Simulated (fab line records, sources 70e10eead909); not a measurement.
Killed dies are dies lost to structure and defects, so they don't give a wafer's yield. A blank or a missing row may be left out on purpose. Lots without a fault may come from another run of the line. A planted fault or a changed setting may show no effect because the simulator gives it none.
A struck lot beside a sound one | flow nand_harc | 13 steps out of a route of 1302
Sound: wafers L585.1, L585.4, L585.6. Struck: wafers L601.2, L601.3, L601.5. The cause comes at the end.
At each step with rows: each side's tool, then ch and its chambers, then its first start. Under that, the readings that differ: sound wafers | struck wafers | difference of the means | sigmas: that difference in standard deviations of wafers without a fault.
alike: readings whose means differ by less than 2 such deviations, and words and numbers that are the same on both sides. not compared: withheld readings, readings that some wafer has no value for, bounds like >300 that may hide the same value, and numbers for which the record gives no deviation and whose values overlap.
The two part at a step that has a row with sigmas, a row that says differs or no value, or rows on one side only. Numbers that don't overlap but have no deviation are shown without sigmas and don't part them. A reading that every wafer of one side lacks parts them only if that side has two wafers or more.

NHARC_A_STAIRCASE_DESCUM_291: chemistry O2, time 3 s.
  sound on rie_diel-13 ch 0,2, day 17 19:20; struck on rie_diel-13 ch 0,1, day 25 07:55
  alike: drypump_motor_current_A, oes_product_au, rf_vpp_V, showerhead_plenum_p_Torr, throttle_valve_pct
  not compared: rf_hours_counter_h
NHARC_A_STAIRCASE_ETCH_292: etches the open film in CF4/CHF3.
  sound on rie_diel-13 ch 0,2,3, day 17 19:26; struck on rie_diel-13 ch 1,3, day 25 08:01
  alike: drypump_motor_current_A, oes_product_au, rf_vpp_V, showerhead_plenum_p_Torr, throttle_valve_pct
  not compared: rf_hours_counter_h
then, 2 steps without rows for these wafers: NHARC_A_STAIRCASE_HM_OPEN_460 (chemistry O2/COS); NHARC_A_STAIRCASE_STRIP_461 (strips in O2/COS).
NHARC_A_STAIRCASE_ETCH_452: etches the open film in CF4/O2, target depth 30 nm, overetch 3 nm, time 16.5 s.
  sound on rie_diel-13 ch 1,2,3; struck on rie_diel-13 ch 0,1
  alike: drypump_motor_current_A, oes_product_au, rf_vpp_V, showerhead_plenum_p_Torr, throttle_valve_pct
  not compared: rf_hours_counter_h
NHARC_A_STAIRCASE_ETCH_294: etches the open film in C4F8/O2/Ar, target depth 4989 nm, time 1211.6 s.
  sound on rie_diel-13 ch 0,1,3; struck on rie_diel-13 ch 0,1,2
  alike: oes_product_au, rf_vpp_V
  not compared: rf_hours_counter_h
NHARC_A_STAIRCASE_STRIP_295: strips in O2.
  sound on rie_diel-13 ch 0,1,3; struck on rie_diel-13 ch 0,2,3
  reading               | sound             | struck            | difference | sigmas
  oes_product_au (a.u.) | 0.995 0.993 0.992 | 1.013 1.014 1.012 | +0.020     | +3
  alike: drypump_motor_current_A, rf_vpp_V, showerhead_plenum_p_Torr, throttle_valve_pct
  not compared: rf_hours_counter_h
then, 4 steps without rows for these wafers: NHARC_A_STAIRCASE_STRIP_296 (strips in SPM, time 900 s); NHARC_A_STAIRCASE_PRECLEAN_297 (cleans in SC1); NHARC_A_STAIRCASE_SRD_298; NHARC_A_STAIRCASE_HM_DEP_462 (deposits aC, target thk 800 nm).
NHARC_A_STAIRCASE_DEP_301: deposits SiON, target thk 30 nm.
  sound on pecvd-03 ch 0,1,2, day 18 02:26; struck on pecvd-03 ch 0,1,2, day 25 16:28
  reading              | sound             | struck            | difference | sigmas
  rf_fwd_power_W (W)   | 346.8 349.3 347.5 | 207.0 210.2 207.4 | -139.7     | -99 or more
  showerhead_vpp_V (V) | 1078 1020 1155    | 791 884 845       | -244       | -5
  alike: chamber_pressure_Torr, heater_power_outer_w, heater_power_w
then, 1 step without rows for these wafers: NHARC_A_STAIRCASE_DEHYDRATE_302 (time 120 s).

WHERE THEY PART
First at NHARC_A_STAIRCASE_STRIP_295; last, within this record, at NHARC_A_STAIRCASE_DEP_301.

WHY: what the simulator had put in
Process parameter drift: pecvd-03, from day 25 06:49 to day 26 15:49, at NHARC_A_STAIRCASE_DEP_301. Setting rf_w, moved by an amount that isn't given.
